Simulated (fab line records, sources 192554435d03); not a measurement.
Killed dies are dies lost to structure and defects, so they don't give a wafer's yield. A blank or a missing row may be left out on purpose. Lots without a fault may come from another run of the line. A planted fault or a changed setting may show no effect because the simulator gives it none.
Chamber matching | flow n5_finfet | N5_BEOL_M3_VIA_ETCH_34 on rie_diel-05: 4 sister chambers
The step etches the open film in C4F6/O2, target depth 69.4 nm, time 65.9 s. 4 wafers are shown with their chamber, then 7 later ones without.

WAFERS WITH THEIR CHAMBER
wafer  | chamber | rf_vpp_V (V)
L080.6 | 0       | 678
L086.3 | 1       | 638
L088.1 | 2       | 644
L088.3 | 3       | 692

WAFERS WITHOUT THEIR CHAMBER
wafer  | rf_vpp_V (V)
L088.5 | 637
L089.1 | 692
L089.2 | 644
L089.6 | 637
L091.1 | 637
L091.5 | 690
L091.6 | 645

WHICH CHAMBER EACH WENT THROUGH
wafer  | from the rows above | in truth
L088.5 | 1                   | 1
L089.1 | 3                   | 3
L089.2 | 2                   | 2
L089.6 | 1                   | 1
L091.1 | 1                   | 1
L091.5 | 3                   | 3
L091.6 | 2                   | 2
Placed correctly: 7 of 7. Can't be placed from these rows: 0. Placed wrongly: 0.
How it was worked out, from the rows above alone: a wafer's distance from a chamber is the root of the sum, over the readings, of the square of ((its reading less the chamber's mean) divided by the reading's scatter). The wafer belongs to the nearest chamber; if the next one is less than 2 further off, it can't be placed. A chamber's mean is the mean of its shown wafers. The scatter: with one shown wafer a chamber, the root of the mean of the squares of how far each hidden wafer lies from its nearest shown one.
